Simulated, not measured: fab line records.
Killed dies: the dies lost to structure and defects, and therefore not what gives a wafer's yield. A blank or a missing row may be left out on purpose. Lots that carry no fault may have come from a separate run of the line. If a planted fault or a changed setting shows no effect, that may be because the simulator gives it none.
Which of the tools did it? :: flow n5-finfet :: 24 lots, 72 wafers sampled, at 5 steps of a route of 1938

WHAT EACH GAUGE READ, for each wafer
N5_ILD0_INSPECT_06: inspects for defects (darkfield). Usual: 34 for raw-defect-count, sd 17.
lot: L074
measured: day 3 16:23
on: defect-inspect-01
raw-defect-count: 40 66 38
flag: 

lot: L075
measured: day 3 21:09
on: defect-inspect-01
raw-defect-count: 66 42 47
flag: 

lot: L076
measured: day 4 05:44
on: defect-inspect-01
raw-defect-count: 14 26 19
flag: 

lot: L077
measured: day 4 10:55
on: defect-inspect-01
raw-defect-count: 41 25 40
flag: 

lot: L078
measured: day 4 16:18
on: defect-inspect-02
raw-defect-count: 23 44 39
flag: 

lot: L079
measured: day 4 22:35
on: defect-inspect-02
raw-defect-count: 60 67 51
flag: 

lot: L080
measured: day 5 05:03
on: defect-inspect-02
raw-defect-count: 27 32 34
flag: 

lot: L081
measured: day 5 10:55
on: defect-inspect-01
raw-defect-count: 29 28 27
flag: 

lot: L082
measured: day 5 15:20
on: defect-inspect-02
raw-defect-count: 68 43 30
flag: 

lot: L083
measured: day 5 21:58
on: defect-inspect-01
raw-defect-count: 35 22 58
flag: 

lot: L084
measured: day 6 07:13
on: defect-inspect-02
raw-defect-count: 30 13 22
flag: 

lot: L085
measured: day 6 11:02
on: defect-inspect-01
raw-defect-count: 22 19 14
flag: 

lot: L086
measured: day 6 21:08
on: defect-inspect-02
raw-defect-count: 32 33 13
flag: 

lot: L087
measured: day 7 02:36
on: defect-inspect-01
raw-defect-count: 16 21 11
flag: 

lot: L088
measured: day 7 03:36
on: defect-inspect-01
raw-defect-count: 20 14 24
flag: 

lot: L089
measured: day 7 11:29
on: defect-inspect-01
raw-defect-count: 12 30 18
flag: 

lot: L090
measured: day 7 15:34
on: defect-inspect-01
raw-defect-count: 24 18 34
flag: 

lot: L091
measured: day 7 21:31
on: defect-inspect-02
raw-defect-count: 78 63 56
flag: 

lot: L092
measured: day 8 03:13
on: defect-inspect-02
raw-defect-count: 38 43 26
flag: 

lot: L093
measured: day 8 11:41
on: defect-inspect-01
raw-defect-count: 32 33 13
flag: 

lot: L094
measured: day 8 14:29
on: defect-inspect-01
raw-defect-count: 44 29 32
flag: 

lot: L095
measured: day 8 22:36
on: defect-inspect-02
raw-defect-count: 51 106 24
flag: 

lot: L096
measured: day 9 04:48
on: defect-inspect-02
raw-defect-count: 29 43 19
flag: 

lot: L097
measured: day 9 11:22
on: defect-inspect-02
raw-defect-count: 31 12 34
flag: 

N5_SDB_OVL_MEAS_12. Usual: SDB_OVL 0.7 nm, standard deviation 0.68.
lot: L074
measured: day 3 16:54
on: overlay-01
SDB_OVL (nm): 0.9 0.9 0.0
flag: 

lot: L075
measured: day 3 21:40
on: overlay-02
SDB_OVL (nm): 1.7 2.2 1.9
flag: 

lot: L076
measured: day 4 06:15
on: overlay-02
SDB_OVL (nm): 0.5 0.7 0.0
flag: 

lot: L077
measured: day 4 11:26
on: overlay-01
SDB_OVL (nm): 0.5 -0.1 1.3
flag: 

lot: L078
measured: day 4 16:49
on: overlay-01
SDB_OVL (nm): 0.6 0.8 1.4
flag: 

lot: L079
measured: day 4 22:58
on: overlay-01
SDB_OVL (nm): 1.1 1.6 2.4
flag: 

lot: L080
measured: day 5 05:26
on: overlay-02
SDB_OVL (nm): 0.5 0.5 1.0
flag: 

lot: L081
measured: day 5 11:19
on: overlay-02
SDB_OVL (nm): 1.3 0.3 0.6
flag: 

lot: L082
measured: day 5 15:53
on: overlay-02
SDB_OVL (nm): 0.1 0.4 0.0
flag: 

lot: L083
measured: day 5 22:22
on: overlay-01
SDB_OVL (nm): -0.6 -0.1 0.3
flag: 

lot: L084
measured: day 6 07:38
on: overlay-01
SDB_OVL (nm): -0.2 0.3 0.1
flag: 

lot: L085
measured: day 6 11:33
on: overlay-01
SDB_OVL (nm): 0.7 0.4 -0.5
flag: 

lot: L086
measured: day 6 21:32
on: overlay-02
SDB_OVL (nm): 0.8 0.4 -0.1
flag: 

lot: L087
measured: day 7 02:59
on: overlay-01
SDB_OVL (nm): 1.3 0.9 0.5
flag: 

lot: L088
measured: day 7 04:07
on: overlay-01
SDB_OVL (nm): -0.7 0.4 0.5
flag: 

lot: L089
measured: day 7 11:53
on: overlay-02
SDB_OVL (nm): 1.6 1.4 1.6
flag: 

lot: L090
measured: day 7 16:04
on: overlay-02
SDB_OVL (nm): 0.8 0.9 0.6
flag: 

lot: L091
measured: day 7 22:02
on: overlay-02
SDB_OVL (nm): 2.0 0.8 1.2
flag: 

lot: L092
measured: day 8 03:44
on: overlay-02
SDB_OVL (nm): 1.4 0.7 1.0
flag: 

lot: L093
measured: day 8 12:05
on: overlay-02
SDB_OVL (nm): 1.5 0.3 0.9
flag: 

lot: L094
measured: day 8 14:53
on: overlay-01
SDB_OVL (nm): 1.2 0.3 1.0
flag: 

lot: L095
measured: day 8 23:00
on: overlay-01
SDB_OVL (nm): -0.1 0.4 0.5
flag: 

lot: L096
measured: day 9 05:19
on: overlay-01
SDB_OVL (nm): -0.4 1.1 1.5
flag: 

lot: L097
measured: day 9 11:45
on: overlay-02
SDB_OVL (nm): 0.9 1.3 0.5
flag: 

N5_HKMG_FIN_CD_MEAS_49: target cd 202 nm. Usual: 202.1 nm for cd-nm, sd 0.7.
lot: L074
measured: day 3 22:25
on: cd-sem-01
cd-nm (nm): 201.1 201.3 200.9
flag: 

lot: L075
measured: day 4 03:08
on: cd-sem-01
cd-nm (nm): 202.3 200.8 201.3
flag: 

lot: L076
measured: day 4 11:50
on: cd-sem-02
cd-nm (nm): 203.0 202.7 202.8
flag: 

lot: L077
measured: day 4 17:17
on: cd-sem-03
cd-nm (nm): 202.4 203.2 202.7
flag: 

lot: L078
measured: day 4 22:48
on: cd-sem-03
cd-nm (nm): 202.5 202.7 202.4
flag: 

lot: L079
measured: day 5 04:20
on: cd-sem-01
cd-nm (nm): 202.5 201.3 202.2
flag: 

lot: L080
measured: day 5 10:59
on: cd-sem-02
cd-nm (nm): 203.2 201.6 202.7
flag: 

lot: L081
measured: day 5 17:09
on: cd-sem-03
cd-nm (nm): 202.3 201.9 201.9
flag: 

lot: L082
measured: day 5 21:26
on: cd-sem-01
cd-nm (nm): 201.0 200.4 200.9
flag: 

lot: L083
measured: day 6 03:56
on: cd-sem-01
cd-nm (nm): 201.8 202.0 202.3
flag: 

lot: L084
measured: day 6 12:58
on: cd-sem-02
cd-nm (nm): 201.5 203.2 201.7
flag: 

lot: L085
measured: day 6 17:04
on: cd-sem-01
cd-nm (nm): 201.3 202.0 201.9
flag: 

lot: L086
measured: day 7 02:56
on: cd-sem-01
cd-nm (nm): 203.3 203.0 201.7
flag: 

lot: L087
measured: day 7 08:19
on: cd-sem-03
cd-nm (nm): 202.2 202.4 202.7
flag: 

lot: L088
measured: day 7 10:44
on: cd-sem-01
cd-nm (nm): 201.8 201.8 201.9
flag: 

lot: L089
measured: day 7 17:16
on: cd-sem-03
cd-nm (nm): 202.4 202.5 202.0
flag: 

lot: L090
measured: day 7 21:41
on: cd-sem-02
cd-nm (nm): 201.8 201.8 200.8
flag: 

lot: L091
measured: day 8 04:28
on: cd-sem-01
cd-nm (nm): 202.5 202.3 203.3
flag: 

lot: L092
measured: day 8 09:37
on: cd-sem-02
cd-nm (nm): 202.5 201.8 201.9
flag: 

lot: L093
measured: day 8 17:53
on: cd-sem-02
cd-nm (nm): 201.9 201.9 202.1
flag: 

lot: L094
measured: day 8 21:07
on: cd-sem-02
cd-nm (nm): 202.5 203.0 202.3
flag: 

lot: L095
measured: day 9 04:39
on: cd-sem-03
cd-nm (nm): 202.2 202.9 203.0
flag: 

lot: L096
measured: day 9 11:20
on: cd-sem-02
cd-nm (nm): 202.1 201.6 201.6
flag: 

lot: L097
measured: day 9 17:11
on: cd-sem-02
cd-nm (nm): 203.2 202.6 203.1
flag: 

N5_HKMG_FIN_OVL_MEAS_50. Usual: NDIPOLE_OVL 0.3 nm, standard deviation 0.69.
lot: L074
measured: day 3 22:27
on: overlay-02
NDIPOLE_OVL (nm): -0.6 0.3 -0.5
flag: 

lot: L075
measured: day 4 03:10
on: overlay-01
NDIPOLE_OVL (nm): 0.6 1.6 0.6
flag: 

lot: L076
measured: day 4 11:52
on: overlay-01
NDIPOLE_OVL (nm): 1.6 0.1 -0.1
flag: 

lot: L077
measured: day 4 17:19
on: overlay-02
NDIPOLE_OVL (nm): 0.5 -0.2 -0.2
flag: 

lot: L078
measured: day 4 22:50
on: overlay-02
NDIPOLE_OVL (nm): 0.1 0.7 -0.3
flag: 

lot: L079
measured: day 5 04:22
on: overlay-01
NDIPOLE_OVL (nm): 0.3 -0.6 -0.5
flag: 

lot: L080
measured: day 5 11:01
on: overlay-02
NDIPOLE_OVL (nm): 0.8 0.8 1.2
flag: 

lot: L081
measured: day 5 17:11
on: overlay-01
NDIPOLE_OVL (nm): 1.0 0.5 -0.2
flag: 

lot: L082
measured: day 5 21:28
on: overlay-02
NDIPOLE_OVL (nm): -0.4 -0.2 0.4
flag: 

lot: L083
measured: day 6 03:58
on: overlay-02
NDIPOLE_OVL (nm): 0.9 0.8 1.5
flag: 

lot: L084
measured: day 6 12:59
on: overlay-01
NDIPOLE_OVL (nm): 0.7 0.7 0.8
flag: 

lot: L085
measured: day 6 17:05
on: overlay-01
NDIPOLE_OVL (nm): 0.6 -0.2 -0.2
flag: 

lot: L086
measured: day 7 02:58
on: overlay-02
NDIPOLE_OVL (nm): -0.7 0.6 -0.7
flag: 

lot: L087
measured: day 7 08:20
on: overlay-02
NDIPOLE_OVL (nm): 0.5 -0.1 0.2
flag: 

lot: L088
measured: day 7 10:46
on: overlay-02
NDIPOLE_OVL (nm): 0.0 0.6 1.6
flag: 

lot: L089
measured: day 7 17:17
on: overlay-01
NDIPOLE_OVL (nm): 1.1 0.1 -0.1
flag: 

lot: L090
measured: day 7 21:43
on: overlay-01
NDIPOLE_OVL (nm): 0.9 -0.8 -0.3
flag: 

lot: L091
measured: day 8 04:30
on: overlay-02
NDIPOLE_OVL (nm): -0.3 -0.3 -0.9
flag: 

lot: L092
measured: day 8 09:38
on: overlay-01
NDIPOLE_OVL (nm): 1.3 1.4 0.8
flag: 

lot: L093
measured: day 8 17:55
on: overlay-01
NDIPOLE_OVL (nm): -0.6 0.3 -0.5
flag: 

lot: L094
measured: day 8 21:09
on: overlay-02
NDIPOLE_OVL (nm): 0.7 0.7 0.1
flag: 

lot: L095
measured: day 9 04:41
on: overlay-01
NDIPOLE_OVL (nm): 0.2 0.6 0.6
flag: 

lot: L096
measured: day 9 11:22
on: overlay-02
NDIPOLE_OVL (nm): 1.7 0.4 0.1
flag: 

lot: L097
measured: day 9 17:13
on: overlay-01
NDIPOLE_OVL (nm): -0.9 1.0 0.1
flag: 

EACH LOT AND THE TOOL THAT RAN IT (in order: tool; ch and the chambers of the sampled wafers; start)
lot: L074
N5_SDB_STRIP_21: rie-diel-03 ch 1,3, day 3 17:10

lot: L075
N5_SDB_STRIP_21: rie-diel-06 ch 0,1,3, day 3 21:56

lot: L076
N5_SDB_STRIP_21: rie-diel-06 ch 1,2,3, day 4 06:31

lot: L077
N5_SDB_STRIP_21: rie-diel-02 ch 1,2,3, day 4 11:42

lot: L078
N5_SDB_STRIP_21: rie-diel-06 ch 1,3, day 4 17:05

lot: L079
N5_SDB_STRIP_21: rie-diel-03 ch 1,3, day 4 23:14

lot: L080
N5_SDB_STRIP_21: rie-diel-03 ch 0,1,2, day 5 05:43

lot: L081
N5_SDB_STRIP_21: rie-diel-06 ch 0,1,3, day 5 11:35

lot: L082
N5_SDB_STRIP_21: rie-diel-06 ch 0,2,3, day 5 16:11

lot: L083
N5_SDB_STRIP_21: rie-diel-02 ch 0,2, day 5 22:46

lot: L084
N5_SDB_STRIP_21: rie-diel-06 ch 1,2, day 6 07:54

lot: L085
N5_SDB_STRIP_21: rie-diel-03 ch 0,1,2, day 6 11:49

lot: L086
N5_SDB_STRIP_21: rie-diel-02 ch 0,1,2, day 6 21:49

lot: L087
N5_SDB_STRIP_21: rie-diel-06 ch 0,1, day 7 03:16

lot: L088
N5_SDB_STRIP_21: rie-diel-02 ch 2,3, day 7 04:58

lot: L089
N5_SDB_STRIP_21: rie-diel-02 ch 0,2, day 7 12:08

lot: L090
N5_SDB_STRIP_21: rie-diel-06 ch 1,2,3, day 7 16:20

lot: L091
N5_SDB_STRIP_21: rie-diel-02 ch 0,1, day 7 22:46

lot: L092
N5_SDB_STRIP_21: rie-diel-06 ch 1,3, day 8 04:01

lot: L093
N5_SDB_STRIP_21: rie-diel-06 ch 0,1, day 8 12:20

lot: L094
N5_SDB_STRIP_21: rie-diel-06 ch 0,1,3, day 8 15:09

lot: L095
N5_SDB_STRIP_21: rie-diel-03 ch 0,2,3, day 8 23:16

lot: L096
N5_SDB_STRIP_21: rie-diel-02 ch 0,1,3, day 9 06:02

lot: L097
N5_SDB_STRIP_21: rie-diel-06 ch 1,2,3, day 9 12:01
- N5_SDB_STRIP_21: strips in CF4.

WHAT THE TOOLS THEMSELVES READ (means of the sampled wafers that have a number; where no wafer has one, the mark that the record gives instead)
N5_SDB_STRIP_21. Usual: drypump-motor-current-A 5.6 A, standard deviation 0.31; oes-product-au 0.74 a.u., standard deviation 0.048; rf-vpp-V 271.2 V, standard deviation 1.4; showerhead-plenum-p-Torr 1.80 Torr, standard deviation 0.058; throttle-valve-pct 13.70 %, standard deviation 0.2.
lot: L074
tool: rie-diel-03
drypump-motor-current-A (A): 5.7
oes-product-au (a.u.): 0.86
rf-vpp-V (V): 273.9
showerhead-plenum-p-Torr (Torr): 1.90
throttle-valve-pct (%): 13.44
flag: 

lot: L075
tool: rie-diel-06
drypump-motor-current-A (A): 5.5
oes-product-au (a.u.): 0.76
rf-vpp-V (V): 271.5
showerhead-plenum-p-Torr (Torr): 1.79
throttle-valve-pct (%): 13.58
flag: 

lot: L076
tool: rie-diel-06
drypump-motor-current-A (A): 5.6
oes-product-au (a.u.): 0.74
rf-vpp-V (V): 270.3
showerhead-plenum-p-Torr (Torr): 1.74
throttle-valve-pct (%): 13.69
flag: 

lot: L077
tool: rie-diel-02
drypump-motor-current-A (A): 5.6
oes-product-au (a.u.): 0.74
rf-vpp-V (V): 271.1
showerhead-plenum-p-Torr (Torr): 1.82
throttle-valve-pct (%): 13.83
flag: 

lot: L078
tool: rie-diel-06
drypump-motor-current-A (A): 5.3
oes-product-au (a.u.): 0.75
rf-vpp-V (V): 270.1
showerhead-plenum-p-Torr (Torr): 1.77
throttle-valve-pct (%): 13.68
flag: 

lot: L079
tool: rie-diel-03
drypump-motor-current-A (A): 5.5
oes-product-au (a.u.): 0.78
rf-vpp-V (V): 273.0
showerhead-plenum-p-Torr (Torr): 1.88
throttle-valve-pct (%): 13.54
flag: 

lot: L080
tool: rie-diel-03
drypump-motor-current-A (A): 5.7
oes-product-au (a.u.): 0.74
rf-vpp-V (V): 271.6
showerhead-plenum-p-Torr (Torr): 1.80
throttle-valve-pct (%): 13.59
flag: 

lot: L081
tool: rie-diel-06
drypump-motor-current-A (A): 5.5
oes-product-au (a.u.): 0.75
rf-vpp-V (V): 271.4
showerhead-plenum-p-Torr (Torr): 1.79
throttle-valve-pct (%): 13.62
flag: 

lot: L082
tool: rie-diel-06
drypump-motor-current-A (A): 5.7
oes-product-au (a.u.): 0.73
rf-vpp-V (V): 270.5
showerhead-plenum-p-Torr (Torr): 1.77
throttle-valve-pct (%): 13.65
flag: 

lot: L083
tool: rie-diel-02
drypump-motor-current-A (A): 5.5
oes-product-au (a.u.): 0.72
rf-vpp-V (V): 270.9
showerhead-plenum-p-Torr (Torr): 1.79
throttle-valve-pct (%): 13.65
flag: 

lot: L084
tool: rie-diel-06
drypump-motor-current-A (A): 5.9
oes-product-au (a.u.): 0.72
rf-vpp-V (V): 269.9
showerhead-plenum-p-Torr (Torr): 1.73
throttle-valve-pct (%): 13.90
flag: 

lot: L085
tool: rie-diel-03
drypump-motor-current-A (A): 5.6
oes-product-au (a.u.): 0.73
rf-vpp-V (V): 271.2
showerhead-plenum-p-Torr (Torr): 1.79
throttle-valve-pct (%): 13.59
flag: 

lot: L086
tool: rie-diel-02
drypump-motor-current-A (A): 5.6
oes-product-au (a.u.): 0.72
rf-vpp-V (V): 271.3
showerhead-plenum-p-Torr (Torr): 1.82
throttle-valve-pct (%): 13.76
flag: 

lot: L087
tool: rie-diel-06
drypump-motor-current-A (A): 5.7
oes-product-au (a.u.): 0.74
rf-vpp-V (V): 272.4
showerhead-plenum-p-Torr (Torr): 1.83
throttle-valve-pct (%): 13.74
flag: 

lot: L088
tool: rie-diel-02
drypump-motor-current-A (A): 5.5
oes-product-au (a.u.): 0.72
rf-vpp-V (V): 270.8
showerhead-plenum-p-Torr (Torr): 1.78
throttle-valve-pct (%): 13.80
flag: 

lot: L089
tool: rie-diel-02
drypump-motor-current-A (A): 5.4
oes-product-au (a.u.): 0.71
rf-vpp-V (V): 271.2
showerhead-plenum-p-Torr (Torr): 1.79
throttle-valve-pct (%): 13.69
flag: 

lot: L090
tool: rie-diel-06
drypump-motor-current-A (A): 5.6
oes-product-au (a.u.): 0.72
rf-vpp-V (V): 269.8
showerhead-plenum-p-Torr (Torr): 1.74
throttle-valve-pct (%): 13.74
flag: 

lot: L091
tool: rie-diel-02
drypump-motor-current-A (A): 5.8
oes-product-au (a.u.): 0.71
rf-vpp-V (V): 272.1
showerhead-plenum-p-Torr (Torr): 1.84
throttle-valve-pct (%): 13.85
flag: 

lot: L092
tool: rie-diel-06
drypump-motor-current-A (A): 5.3
oes-product-au (a.u.): 0.73
rf-vpp-V (V): 271.1
showerhead-plenum-p-Torr (Torr): 1.76
throttle-valve-pct (%): 13.74
flag: 

lot: L093
tool: rie-diel-06
drypump-motor-current-A (A): 5.7
oes-product-au (a.u.): 0.73
rf-vpp-V (V): 271.7
showerhead-plenum-p-Torr (Torr): 1.83
throttle-valve-pct (%): 13.77
flag: 

lot: L094
tool: rie-diel-06
drypump-motor-current-A (A): 5.5
oes-product-au (a.u.): 0.73
rf-vpp-V (V): 271.4
showerhead-plenum-p-Torr (Torr): 1.78
throttle-valve-pct (%): 13.68
flag: 

lot: L095
tool: rie-diel-03
drypump-motor-current-A (A): 5.8
oes-product-au (a.u.): 0.77
rf-vpp-V (V): 271.1
showerhead-plenum-p-Torr (Torr): 1.81
throttle-valve-pct (%): 13.58
flag: 

lot: L096
tool: rie-diel-02
drypump-motor-current-A (A): 5.7
oes-product-au (a.u.): 0.70
rf-vpp-V (V): 271.6
showerhead-plenum-p-Torr (Torr): 1.81
throttle-valve-pct (%): 13.93
flag: 

lot: L097
tool: rie-diel-06
drypump-motor-current-A (A): 5.7
oes-product-au (a.u.): 0.80
rf-vpp-V (V): 270.9
showerhead-plenum-p-Torr (Torr): 1.80
throttle-valve-pct (%): 13.60
flag: 

THE ANSWER, worked out from the rows above alone
Rule: a lot is off if the mean of its wafers that have a number lies more than 3 standard deviations from the usual mean. A lot without any number at a reading at which 4 lots or more have one is off too. All remaining lots with rows at the step are treated as sound. The gauges are gone through in route order, then the tools' own readings, and for those a lot's mean is taken as printed above. The first step at which some lot is off is used, and at that step the reading that is off furthest; a lot without a number counts as furthest.
No lot is off at any reading shown: from this, nothing can be told.

WHAT THE SIMULATOR HAD INSERTED
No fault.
